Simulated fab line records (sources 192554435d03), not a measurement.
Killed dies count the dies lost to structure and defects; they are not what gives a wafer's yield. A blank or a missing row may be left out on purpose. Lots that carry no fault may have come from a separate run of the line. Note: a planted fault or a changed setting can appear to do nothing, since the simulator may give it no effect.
Which tool is to blame? || flow n5_finfet || Sampling: 11 lots, 31 wafers, 5 of 1938 route steps

== WHAT THE GAUGES SHOWED, per wafer ==
No reading from a measuring or inspecting step in the record can be judged against a usual standard deviation.

== EACH LOT AND THE TOOL THAT RAN IT (in order: tool; ch and the chambers of the sampled wafers; start) ==
{"lot": "L879", "N5_BEOL_M9_ILD_DEP_00": "pecvd-02 ch 0,2, day 9 16:12", "N5_BEOL_M9_PECVD_70": "pecvd-02 ch 0,1,2, day 9 16:49", "N5_BEOL_M9_STRIP_19": "rie_diel-06 ch 0,1,3, day 9 18:44", "N5_BEOL_M9_ETCH_76": "rie_diel-01 ch 1,2,3, day 9 19:16", "N5_PASSIVATION_PROBE_49": "-"}
{"lot": "L880", "N5_BEOL_M9_ILD_DEP_00": "pecvd-04 ch 0, day 10 06:20", "N5_BEOL_M9_PECVD_70": "pecvd-03 ch 1, day 10 06:59", "N5_BEOL_M9_STRIP_19": "rie_diel-01 ch 0,2, day 10 10:58", "N5_BEOL_M9_ETCH_76": "rie_diel-06 ch 1,3, day 10 12:02", "N5_PASSIVATION_PROBE_49": "-"}
{"lot": "L884", "N5_BEOL_M9_ILD_DEP_00": "pecvd-03 ch 0,2, day 11 07:43", "N5_BEOL_M9_PECVD_70": "pecvd-04 ch 0,1, day 11 08:20", "N5_BEOL_M9_STRIP_19": "rie_diel-06 ch 0,1,3, day 11 11:43", "N5_BEOL_M9_ETCH_76": "rie_diel-06 ch 0,1,3, day 11 15:07", "N5_PASSIVATION_PROBE_49": "-"}
{"lot": "L883", "N5_BEOL_M9_ILD_DEP_00": "pecvd-04 ch 0,1,2, day 11 19:24", "N5_BEOL_M9_PECVD_70": "pecvd-02 ch 0,1, day 11 20:01", "N5_BEOL_M9_STRIP_19": "rie_diel-01 ch 0,2,3, day 11 22:19", "N5_BEOL_M9_ETCH_76": "rie_diel-01 ch 1,2,3, day 11 23:17", "N5_PASSIVATION_PROBE_49": "-"}
{"lot": "L887", "N5_BEOL_M9_ILD_DEP_00": "pecvd-04 ch 0,2, day 12 00:59", "N5_BEOL_M9_PECVD_70": "pecvd-02 ch 0,1, day 12 01:36", "N5_BEOL_M9_STRIP_19": "rie_diel-06 ch 0,1,3, day 12 02:47", "N5_BEOL_M9_ETCH_76": "rie_diel-06 ch 0,1,3, day 12 03:47", "N5_PASSIVATION_PROBE_49": "-"}
{"lot": "L889", "N5_BEOL_M9_ILD_DEP_00": "pecvd-04 ch 0,1,2, day 12 22:42", "N5_BEOL_M9_PECVD_70": "pecvd-03 ch 0,1,2, day 12 23:19", "N5_BEOL_M9_STRIP_19": "rie_diel-03 ch 0,1,3, day 13 04:26", "N5_BEOL_M9_ETCH_76": "rie_diel-06 ch 0,2,3, day 13 07:15", "N5_PASSIVATION_PROBE_49": "-"}
{"lot": "L890", "N5_BEOL_M9_ILD_DEP_00": "pecvd-04 ch 0,1,2, day 13 07:00", "N5_BEOL_M9_PECVD_70": "pecvd-03 ch 1,2, day 13 07:38", "N5_BEOL_M9_STRIP_19": "rie_diel-03 ch 0,2,3, day 13 09:32", "N5_BEOL_M9_ETCH_76": "rie_diel-03 ch 1,2,3, day 13 10:05", "N5_PASSIVATION_PROBE_49": "-"}
{"lot": "L893", "N5_BEOL_M9_ILD_DEP_00": "pecvd-02 ch 0,1, day 13 15:09", "N5_BEOL_M9_PECVD_70": "pecvd-02 ch 0,1, day 13 15:47", "N5_BEOL_M9_STRIP_19": "rie_diel-01 ch 0,2, day 13 17:05", "N5_BEOL_M9_ETCH_76": "rie_diel-03 ch 0,2,3, day 13 18:04", "N5_PASSIVATION_PROBE_49": "-"}
{"lot": "L892", "N5_BEOL_M9_ILD_DEP_00": "pecvd-03 ch 0,2, day 14 01:11", "N5_BEOL_M9_PECVD_70": "pecvd-02 ch 1,2, day 14 01:49", "N5_BEOL_M9_STRIP_19": "rie_diel-01 ch 0,1,3, day 14 03:52", "N5_BEOL_M9_ETCH_76": "rie_diel-03 ch 2,3, day 14 04:31", "N5_PASSIVATION_PROBE_49": "prober-02, day 16 08:42"}
{"lot": "L895", "N5_BEOL_M9_ILD_DEP_00": "pecvd-02 ch 1,2, day 14 06:59", "N5_BEOL_M9_PECVD_70": "pecvd-03 ch 1,2, day 14 07:37", "N5_BEOL_M9_STRIP_19": "rie_diel-01 ch 1,3, day 14 09:00", "N5_BEOL_M9_ETCH_76": "rie_diel-03 ch 0,2, day 14 09:32", "N5_PASSIVATION_PROBE_49": "prober-01, day 16 20:52"}
{"lot": "L896", "N5_BEOL_M9_ILD_DEP_00": "pecvd-02 ch 1,2, day 14 12:34", "N5_BEOL_M9_PECVD_70": "pecvd-02 ch 0,1, day 14 13:11", "N5_BEOL_M9_STRIP_19": "rie_diel-03 ch 0,1, day 14 14:40", "N5_BEOL_M9_ETCH_76": "rie_diel-03 ch 0,1, day 14 15:25", "N5_PASSIVATION_PROBE_49": "prober-01, day 17 07:42"}
- N5_BEOL_M9_ILD_DEP_00: deposits SiCOH lowk from DEMS/porogen, target thk 308.51 nm, time 58 s.
- N5_BEOL_M9_PECVD_70: deposits SiO2 from TEOS/O2, target thk 20 nm, time 22.7 s.
- N5_BEOL_M9_STRIP_19: strips in O2.
- N5_BEOL_M9_ETCH_76: etches underlayer in N2/H2, target depth 6.5 nm, time 5.2 s.
- N5_PASSIVATION_PROBE_49

== AS READ BY THE TOOLS THEMSELVES (means over the sampled wafers that have a number; for cases with no such wafer, the mark the record gives instead) ==
N5_BEOL_M9_ILD_DEP_00.
{"lot": "L879", "tool": "pecvd-02", "heater_power_outer_w (W)": 200, "heater_power_w (W)": 407, "showerhead_plenum_p_Torr (Torr)": 5.751, "throttle_valve_pct (%)": 14.2}
{"lot": "L880", "tool": "pecvd-04", "heater_power_outer_w (W)": 74, "heater_power_w (W)": 239, "showerhead_plenum_p_Torr (Torr)": 5.756, "throttle_valve_pct (%)": 13.4}
{"lot": "L884", "tool": "pecvd-03", "heater_power_outer_w (W)": 133, "heater_power_w (W)": 275, "showerhead_plenum_p_Torr (Torr)": 5.751, "throttle_valve_pct (%)": 13.8}
{"lot": "L883", "tool": "pecvd-04", "heater_power_outer_w (W)": 116, "heater_power_w (W)": 297, "showerhead_plenum_p_Torr (Torr)": 5.747, "throttle_valve_pct (%)": 13.6}
{"lot": "L887", "tool": "pecvd-04", "heater_power_outer_w (W)": 105, "heater_power_w (W)": 283, "showerhead_plenum_p_Torr (Torr)": 5.744, "throttle_valve_pct (%)": 13.8}
{"lot": "L889", "tool": "pecvd-04", "heater_power_outer_w (W)": 99, "heater_power_w (W)": 276, "showerhead_plenum_p_Torr (Torr)": 5.745, "throttle_valve_pct (%)": 13.7}
{"lot": "L890", "tool": "pecvd-04", "heater_power_outer_w (W)": 122, "heater_power_w (W)": 302, "showerhead_plenum_p_Torr (Torr)": 5.744, "throttle_valve_pct (%)": 13.7}
{"lot": "L893", "tool": "pecvd-02", "heater_power_outer_w (W)": 228, "heater_power_w (W)": 444, "showerhead_plenum_p_Torr (Torr)": 5.741, "throttle_valve_pct (%)": 13.7}
{"lot": "L892", "tool": "pecvd-03", "heater_power_outer_w (W)": 98, "heater_power_w (W)": 220, "showerhead_plenum_p_Torr (Torr)": 5.732, "throttle_valve_pct (%)": 13.5}
{"lot": "L895", "tool": "pecvd-02", "heater_power_outer_w (W)": 194, "heater_power_w (W)": 378, "showerhead_plenum_p_Torr (Torr)": 5.752, "throttle_valve_pct (%)": 13.8}
{"lot": "L896", "tool": "pecvd-02", "heater_power_outer_w (W)": 190, "heater_power_w (W)": 390, "showerhead_plenum_p_Torr (Torr)": 5.745, "throttle_valve_pct (%)": 13.9}

N5_BEOL_M9_PECVD_70.
{"lot": "L879", "tool": "pecvd-02", "heater_power_outer_w (W)": 531, "heater_power_w (W)": 866, "showerhead_plenum_p_Torr (Torr)": 8.80, "throttle_valve_pct (%)": 22.4}
{"lot": "L880", "tool": "pecvd-03", "heater_power_outer_w (W)": 475, "heater_power_w (W)": 771, "showerhead_plenum_p_Torr (Torr)": 8.82, "throttle_valve_pct (%)": 22.7}
{"lot": "L884", "tool": "pecvd-04", "heater_power_outer_w (W)": 357, "heater_power_w (W)": 696, "showerhead_plenum_p_Torr (Torr)": 8.80, "throttle_valve_pct (%)": 22.0}
{"lot": "L883", "tool": "pecvd-02", "heater_power_outer_w (W)": 598, "heater_power_w (W)": 988, "showerhead_plenum_p_Torr (Torr)": 8.79, "throttle_valve_pct (%)": 22.1}
{"lot": "L887", "tool": "pecvd-02", "heater_power_outer_w (W)": 593, "heater_power_w (W)": 987, "showerhead_plenum_p_Torr (Torr)": 8.79, "throttle_valve_pct (%)": 21.8}
{"lot": "L889", "tool": "pecvd-03", "heater_power_outer_w (W)": 378, "heater_power_w (W)": 631, "showerhead_plenum_p_Torr (Torr)": 8.80, "throttle_valve_pct (%)": 22.4}
{"lot": "L890", "tool": "pecvd-03", "heater_power_outer_w (W)": 364, "heater_power_w (W)": 587, "showerhead_plenum_p_Torr (Torr)": 8.73, "throttle_valve_pct (%)": 22.0}
{"lot": "L893", "tool": "pecvd-02", "heater_power_outer_w (W)": 580, "heater_power_w (W)": 953, "showerhead_plenum_p_Torr (Torr)": 8.76, "throttle_valve_pct (%)": 22.6}
{"lot": "L892", "tool": "pecvd-02", "heater_power_outer_w (W)": 508, "heater_power_w (W)": 832, "showerhead_plenum_p_Torr (Torr)": 8.82, "throttle_valve_pct (%)": 22.7}
{"lot": "L895", "tool": "pecvd-03", "heater_power_outer_w (W)": 391, "heater_power_w (W)": 621, "showerhead_plenum_p_Torr (Torr)": 8.76, "throttle_valve_pct (%)": 22.4}
{"lot": "L896", "tool": "pecvd-02", "heater_power_outer_w (W)": 618, "heater_power_w (W)": 1018, "showerhead_plenum_p_Torr (Torr)": 8.77, "throttle_valve_pct (%)": 22.1}

N5_BEOL_M9_STRIP_19.
{"lot": "L879", "tool": "rie_diel-06", "drypump_motor_current_A (A)": 5.5, "oes_product_au (a.u.)": 0.77, "rf_vpp_V (V)": 3.7, "showerhead_plenum_p_Torr (Torr)": 2.00, "throttle_valve_pct (%)": 16.52}
{"lot": "L880", "tool": "rie_diel-01", "drypump_motor_current_A (A)": 6.0, "oes_product_au (a.u.)": 0.90, "rf_vpp_V (V)": 4.7, "showerhead_plenum_p_Torr (Torr)": 2.07, "throttle_valve_pct (%)": 16.70}
{"lot": "L884", "tool": "rie_diel-06", "drypump_motor_current_A (A)": 5.5, "oes_product_au (a.u.)": 0.76, "rf_vpp_V (V)": 4.1, "showerhead_plenum_p_Torr (Torr)": 1.99, "throttle_valve_pct (%)": 16.55}
{"lot": "L883", "tool": "rie_diel-01", "drypump_motor_current_A (A)": 6.3, "oes_product_au (a.u.)": 0.82, "rf_vpp_V (V)": 4.2, "showerhead_plenum_p_Torr (Torr)": 2.07, "throttle_valve_pct (%)": 16.74}
{"lot": "L887", "tool": "rie_diel-06", "drypump_motor_current_A (A)": 5.5, "oes_product_au (a.u.)": 0.74, "rf_vpp_V (V)": 4.0, "showerhead_plenum_p_Torr (Torr)": 1.99, "throttle_valve_pct (%)": 16.56}
{"lot": "L889", "tool": "rie_diel-03", "drypump_motor_current_A (A)": 5.5, "oes_product_au (a.u.)": 0.83, "rf_vpp_V (V)": 3.5, "showerhead_plenum_p_Torr (Torr)": 2.05, "throttle_valve_pct (%)": 16.78}
{"lot": "L890", "tool": "rie_diel-03", "drypump_motor_current_A (A)": 5.5, "oes_product_au (a.u.)": 0.76, "rf_vpp_V (V)": 3.6, "showerhead_plenum_p_Torr (Torr)": 2.06, "throttle_valve_pct (%)": 16.94}
{"lot": "L893", "tool": "rie_diel-01", "drypump_motor_current_A (A)": 6.0, "oes_product_au (a.u.)": 0.84, "rf_vpp_V (V)": 4.0, "showerhead_plenum_p_Torr (Torr)": 2.05, "throttle_valve_pct (%)": 16.74}
{"lot": "L892", "tool": "rie_diel-01", "drypump_motor_current_A (A)": 6.2, "oes_product_au (a.u.)": 0.79, "rf_vpp_V (V)": 3.4, "showerhead_plenum_p_Torr (Torr)": 2.05, "throttle_valve_pct (%)": 16.64}
{"lot": "L895", "tool": "rie_diel-01", "drypump_motor_current_A (A)": 6.3, "oes_product_au (a.u.)": 0.76, "rf_vpp_V (V)": 4.0, "showerhead_plenum_p_Torr (Torr)": 2.04, "throttle_valve_pct (%)": 16.62}
{"lot": "L896", "tool": "rie_diel-03", "drypump_motor_current_A (A)": 5.8, "oes_product_au (a.u.)": 0.88, "rf_vpp_V (V)": 3.2, "showerhead_plenum_p_Torr (Torr)": 2.09, "throttle_valve_pct (%)": 16.80}

N5_BEOL_M9_ETCH_76.
{"lot": "L879", "tool": "rie_diel-01", "drypump_motor_current_A (A)": 6.2, "etch_rf_on_time_s (s)": 5.05, "oes_product_au (a.u.)": 0.72, "rf_vpp_V (V)": 524.2, "showerhead_plenum_p_Torr (Torr)": 2.50, "throttle_valve_pct (%)": 17.82}
{"lot": "L880", "tool": "rie_diel-06", "drypump_motor_current_A (A)": 5.1, "etch_rf_on_time_s (s)": 5.27, "oes_product_au (a.u.)": 0.61, "rf_vpp_V (V)": 520.8, "showerhead_plenum_p_Torr (Torr)": 2.42, "throttle_valve_pct (%)": 17.98}
{"lot": "L884", "tool": "rie_diel-06", "drypump_motor_current_A (A)": 5.5, "etch_rf_on_time_s (s)": 5.23, "oes_product_au (a.u.)": 0.64, "rf_vpp_V (V)": 520.5, "showerhead_plenum_p_Torr (Torr)": 2.44, "throttle_valve_pct (%)": 17.87}
{"lot": "L883", "tool": "rie_diel-01", "drypump_motor_current_A (A)": 6.2, "etch_rf_on_time_s (s)": 5.04, "oes_product_au (a.u.)": 0.70, "rf_vpp_V (V)": 521.7, "showerhead_plenum_p_Torr (Torr)": 2.49, "throttle_valve_pct (%)": 17.85}
{"lot": "L887", "tool": "rie_diel-06", "drypump_motor_current_A (A)": 5.5, "etch_rf_on_time_s (s)": 5.24, "oes_product_au (a.u.)": 0.64, "rf_vpp_V (V)": 521.4, "showerhead_plenum_p_Torr (Torr)": 2.43, "throttle_valve_pct (%)": 17.88}
{"lot": "L889", "tool": "rie_diel-06", "drypump_motor_current_A (A)": 5.7, "etch_rf_on_time_s (s)": 5.16, "oes_product_au (a.u.)": 0.65, "rf_vpp_V (V)": 521.9, "showerhead_plenum_p_Torr (Torr)": 2.46, "throttle_valve_pct (%)": 17.92}
{"lot": "L890", "tool": "rie_diel-03", "drypump_motor_current_A (A)": 5.4, "etch_rf_on_time_s (s)": 5.27, "oes_product_au (a.u.)": 0.66, "rf_vpp_V (V)": 522.7, "showerhead_plenum_p_Torr (Torr)": 2.47, "throttle_valve_pct (%)": 18.11}
{"lot": "L893", "tool": "rie_diel-03", "drypump_motor_current_A (A)": 5.5, "etch_rf_on_time_s (s)": 5.24, "oes_product_au (a.u.)": 0.64, "rf_vpp_V (V)": 522.5, "showerhead_plenum_p_Torr (Torr)": 2.50, "throttle_valve_pct (%)": 18.08}
{"lot": "L892", "tool": "rie_diel-03", "drypump_motor_current_A (A)": 5.2, "etch_rf_on_time_s (s)": 4.50, "oes_product_au (a.u.)": 0.67, "rf_vpp_V (V)": 519.8, "showerhead_plenum_p_Torr (Torr)": 2.44, "throttle_valve_pct (%)": 18.11}
{"lot": "L895", "tool": "rie_diel-03", "drypump_motor_current_A (A)": 5.8, "etch_rf_on_time_s (s)": 4.30, "oes_product_au (a.u.)": 0.77, "rf_vpp_V (V)": 525.1, "showerhead_plenum_p_Torr (Torr)": 2.54, "throttle_valve_pct (%)": 18.15}
{"lot": "L896", "tool": "rie_diel-03", "drypump_motor_current_A (A)": 5.8, "etch_rf_on_time_s (s)": 4.17, "oes_product_au (a.u.)": 0.85, "rf_vpp_V (V)": 523.3, "showerhead_plenum_p_Torr (Torr)": 2.54, "throttle_valve_pct (%)": 18.06}

N5_PASSIVATION_PROBE_49.
{"lot": "L892", "tool": "prober-02", "defect_limited_yield (%)": 89.8, "killed_at_M0_to_M3": 25, "killed_at_M4_up": 17, "killed_at_contacts": 16, "killed_at_front_end": 62, "killed_at_other": 2, "killed_dies": 121, "killed_on_rim": 13, "killed_open": 82, "killed_short": 37, "sort_bin_5_function (%)": 5.9, "sort_bin_6_memory (%)": 3.7, "sort_n_pass": 1059, "sort_yield_pct (%)": 89.8}
{"lot": "L895", "tool": "prober-01", "defect_limited_yield (%)": 90.5, "killed_at_M0_to_M3": 39, "killed_at_M4_up": 9, "killed_at_contacts": 15, "killed_at_front_end": 47, "killed_at_other": 2, "killed_dies": 112, "killed_on_rim": 9, "killed_open": 67, "killed_short": 43, "sort_bin_5_function (%)": 5.2, "sort_bin_6_memory (%)": 4.1, "sort_n_pass": 1068, "sort_yield_pct (%)": 90.5}
{"lot": "L896", "tool": "prober-01", "defect_limited_yield (%)": 90.0, "killed_at_M0_to_M3": 30, "killed_at_M4_up": 16, "killed_at_contacts": 6, "killed_at_front_end": 62, "killed_at_other": 4, "killed_dies": 118, "killed_on_rim": 16, "killed_open": 82, "killed_short": 34, "sort_bin_5_function (%)": 5.8, "sort_bin_6_memory (%)": 4.0, "sort_n_pass": 1062, "sort_yield_pct (%)": 90.0}

== THE ANSWER, worked out from the rows above alone ==
Rule: the usual values come from the lots themselves. Put in order of their means at a reading, lots are off if they are a third of the lots or fewer, leave a main group of 4 or more, and stand apart from it by a gap of 3 or more times the standard deviation of the main group's means; of several such gaps the widest counts. A main group whose means are all the same, to the digits that the tables above print for the reading, isn't used. Also off: a lot with no number at a reading for which 4 or more lots have one. Any other lot the step has rows for is counted as sound. First the gauges in route order, then the tools' own readings, where a lot's mean is used as printed above. At the first step where some lot is off, the reading lying furthest off is the one used; lots without a number count as furthest.
Off at N5_BEOL_M9_ETCH_76 (etch_rf_on_time_s): L892, L895, L896. Main group: mean 5.19 s, sd 0.088.
A tool fits if, at that step or a process step before it, it ran every lot that is off, and no sound lot after the first of them. One fits: N5_BEOL_M9_ETCH_76 on rie_diel-03. A fault onset in the window from L893 (day 13 18:04, its last sound lot) to L892 (day 14 04:31, its first lot off) fits.
On the lots that are off, the tool's own readings at N5_BEOL_M9_ETCH_76 differ by more than 5 times the standard deviation of the sound lots' means, which bears it out; etch_rf_on_time_s reads 4.32 s there versus 5.19 s on the sound lots.

== WHAT THE SIMULATOR HAD INSERTED ==
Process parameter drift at N5_BEOL_M9_ETCH_76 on rie_diel-03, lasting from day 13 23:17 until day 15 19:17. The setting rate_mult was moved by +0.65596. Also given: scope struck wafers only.
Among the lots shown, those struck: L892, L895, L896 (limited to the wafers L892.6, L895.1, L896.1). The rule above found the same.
